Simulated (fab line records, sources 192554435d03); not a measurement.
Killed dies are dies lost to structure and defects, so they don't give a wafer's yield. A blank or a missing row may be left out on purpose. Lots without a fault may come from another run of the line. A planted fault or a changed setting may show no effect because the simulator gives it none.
Split-lot experiment | flow n5_finfet | 7 lots, 21 wafers read, on a route of 1938 steps

THE SPLIT
At N5_BEOL_M5_COAT_60 (time 60 s, resist thk 12 nm), the setting spin_rpm was moved away from the recipe's 1500 rpm on 8 of the 21 wafers read, by +4.1% to +10.7%. The other wafers ran this setting at the recipe's value.

FROM THE SPLIT TO THE READING: what the file shows between them, 5 steps
- N5_BEOL_M5_COAT_71: time 60 s, resist thk 5 nm
- N5_BEOL_M5_COAT_05: resist thk 30 nm
- N5_BEOL_M5_DESCUM_16: chemistry O2, time 7 s
- N5_BEOL_M5_ETCH_72: etches underlayer in N2/H2, target depth 6.5 nm, time 5.2 s
- N5_BEOL_M5_ETCH_61: etches SiARC in CF4, target depth 15.6 nm, time 26 s

THE READING
SiARC_of_BEOL_M5_COAT_60.thk_nm (the simulator's own value, which no gauge read), in nm, at N5_BEOL_M5_ETCH_62 (etches SOC in N2/H2, target depth 75 nm, overetch 15 nm, time 112.5 s). The file gives no usual value for it. The 13 wafers here that ran the recipe average 6.8 nm, standard deviation 0.17 nm.

wafer  | tool, chamber at the split | spin_rpm as run, rpm | against the recipe | SiARC_of_BEOL_M5_COAT_60.thk_nm, nm | against lot-mates on the recipe
L076.1 | litho_track-01, 0          | 1575                 | +5.0%              | 6.6                                 | -0.4
L076.6 | litho_track-01, 0          | 1575                 | +5.0%              | 6.6                                 | -0.4
L076.3 | litho_track-01, 0          | 1500                 | recipe             | 7                                   | -
L082.2 | litho_track-01, 0          | 1562                 | +4.1%              | 6.6                                 | +0.0
L082.4 | litho_track-01, 0          | 1562                 | +4.1%              | 6.4                                 | -0.2
L082.5 | litho_track-01, 0          | 1500                 | recipe             | 6.6                                 | -
L088.1 | litho_track-05, 0          | 1500                 | recipe             | 7                                   | -
L088.4 | litho_track-05, 0          | 1500                 | recipe             | 7                                   | -
L088.3 | litho_track-05, 0          | 1500                 | recipe             | 6.8                                 | -
L090.1 | litho_track-01, 0          | 1500                 | recipe             | 7                                   | -
L090.2 | litho_track-01, 0          | 1500                 | recipe             | 6.8                                 | -
L090.3 | litho_track-01, 0          | 1603                 | +6.9%              | 6.2                                 | -0.7
L091.3 | litho_track-01, 0          | 1500                 | recipe             | 6.4                                 | -
L091.4 | litho_track-01, 0          | 1637                 | +9.1%              | 6.2                                 | -0.4
L091.6 | litho_track-01, 0          | 1500                 | recipe             | 6.8                                 | -
L092.1 | litho_track-01, 0          | 1661                 | +10.7%             | 6                                   | -0.8
L092.3 | litho_track-01, 0          | 1500                 | recipe             | 6.8                                 | -
L092.4 | litho_track-01, 0          | 1661                 | +10.7%             | 6.2                                 | -0.6
L096.2 | litho_track-01, 0          | 1500                 | recipe             | 6.8                                 | -
L096.3 | litho_track-01, 0          | 1500                 | recipe             | 6.8                                 | -
L096.5 | litho_track-01, 0          | 1500                 | recipe             | 6.8                                 | -

THE FIT
A straight line over all 21 wafers: SiARC_of_BEOL_M5_COAT_60.thk_nm changes by -0.0676 nm for each +1% of spin_rpm; r = -0.87; the points scatter about the line by 0.15 nm.
The same after taking each lot's own level away (the mean of its wafers on the recipe; 21 wafers): -0.064 nm for each +1%; r = -0.89; scatter 0.13 nm.
On that fit, the largest move of spin_rpm shifts the reading by 0.69 nm.
The lots' own levels span 6.60 to 7.00 nm, that is 2.4 times the standard deviation above.
So the lot-to-lot level changes the slope little: the two slopes agree.
Check: with one of the wafers moved furthest among these (+10.7%) left out of the fit, the line predicts -0.641 nm for it against its lot-mates. It came out at -0.8 nm against them.

OTHER SPLITS ON THESE WAFERS
These wafers also went through other splits before the reading. Each is held against what the fit with the lots' levels taken away leaves over:
other split on the same wafers | wafers away from the commonest value | r with SiARC_of_BEOL_M5_COAT_60.thk_nm (lot level and that fit taken away)
N5_BEOL_M4_DESCUM_33 time_s    | 12                                   | +0.09

THE WHOLE CHAIN: every reading that the file lists as answering this split, in the file's order
step               | what it does                                                          | reading                                                                          | change (the file's fit)                | r (the file's)
N5_BEOL_M5_COAT_60 | time 60 s, resist thk 12 nm                                           | SiARC_of_BEOL_M5_COAT_60.thk_nm (the simulator's own value, which no gauge read) | -0.0621 nm for each +1% of the setting | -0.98
N5_BEOL_M5_ETCH_61 | etches SiARC in CF4, target depth 15.6 nm, time 26 s                  | etch.depth_nm (the simulator's own value, which no gauge read)                   | -0.0573 nm for each +1% of the setting | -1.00
N5_BEOL_M5_ETCH_62 | etches SOC in N2/H2, target depth 75 nm, overetch 15 nm, time 112.5 s | SiARC_of_BEOL_M5_COAT_60.thk_nm (the simulator's own value, which no gauge read) | -0.0639 nm for each +1% of the setting | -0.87

THE FILE'S OWN FIT
SiARC_of_BEOL_M5_COAT_60.thk_nm changes by -0.0639 nm for each +1% of spin_rpm, r = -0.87.
